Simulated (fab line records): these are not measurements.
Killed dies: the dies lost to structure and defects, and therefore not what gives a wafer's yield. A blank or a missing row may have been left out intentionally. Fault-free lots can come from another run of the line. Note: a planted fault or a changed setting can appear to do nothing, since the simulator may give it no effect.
Chamber matching | flow nand harc | NHARC_A_CHANNEL_FILL_D1_STRIP_28 on rie diel-10: 4 sister chambers
The step strips in O2, time 20 s. 14 wafers are shown with their chamber, then 7 later ones without.

EACH WAFER AND ITS CHAMBER
wafer  | chamber | showerhead plenum p Torr (Torr) | drypump motor current A (A) | throttle valve pct (%)
L076.1 | 2       | 3.53                            | 5.5                         | 17.026
L076.2 | 1       | 3.60                            | 6.4                         | 17.040
L076.4 | 0       | 3.51                            | 5.5                         | 17.043
L079.1 | 2       | 3.52                            | 5.6                         | 17.057
L079.2 | 1       | 3.60                            | 6.4                         | 17.040
L079.3 | 0       | 3.51                            | 5.5                         | 17.030
L082.2 | 2       | 3.52                            | 5.6                         | 17.038
L082.4 | 3       | 3.65                            | 4.7                         | 17.021
L082.5 | 2       | 3.52                            | 5.5                         | 17.033
L084.3 | 2       | 3.52                            | 5.6                         | 17.041
L084.5 | 1       | 3.60                            | 6.4                         | 17.037
L084.6 | 0       | 3.51                            | 5.5                         | 17.035
L088.1 | 2       | 3.52                            | 5.6                         | 17.048
L088.3 | 0       | 3.51                            | 5.5                         | 17.032

SIGNATURES (averages over the wafers above)
reading                  | chamber 0 | chamber 1 | chamber 2 | chamber 3 | scatter within a chamber
showerhead plenum p Torr | 3.5100    | 3.6000    | 3.5217    | 3.6500    | 0.00289
drypump motor current A  | 5.500     | 6.400     | 5.567     | 4.700     | 0.0365
throttle valve pct       | 17.03500  | 17.03900  | 17.04050  | 17.02100  | 0.0084
Rule: a wafer lies at a distance from a chamber equal to the root of the sum of squares, over the readings, of (its reading less the chamber's mean, divided by the reading's scatter). If the next closest chamber is less than 2 further off than the closest, the wafer can't be placed; otherwise it belongs to the closest. The scatter is the square root of a quotient: the sum, over the shown wafers, of each reading's squared deviation from its chamber's mean, divided by wafers minus chambers.

WAFERS MISSING THEIR CHAMBER
wafer  | showerhead plenum p Torr (Torr) | drypump motor current A (A) | throttle valve pct (%)
L088.6 | 3.51                            | 5.5                         | 17.036
L089.1 | 3.60                            | 6.4                         | 17.036
L089.4 | 3.65                            | 4.8                         | 17.016
L089.5 | 3.60                            | 6.4                         | 17.032
L094.1 | 3.50                            | 5.5                         | 17.028
L094.2 | 3.60                            | 6.4                         | 17.031
L094.5 | 3.60                            | 6.4                         | 17.044

EACH ONE'S CHAMBER
wafer  | from the rows above | in truth
L088.6 | 0                   | 0
L089.1 | 1                   | 1
L089.4 | 3                   | 3
L089.5 | 1                   | 1
L094.1 | 0                   | 0
L094.2 | 1                   | 1
L094.5 | 1                   | 1
Placed correctly: 7 of 7. From these rows, 0 cannot be placed. Number placed wrongly: 0.
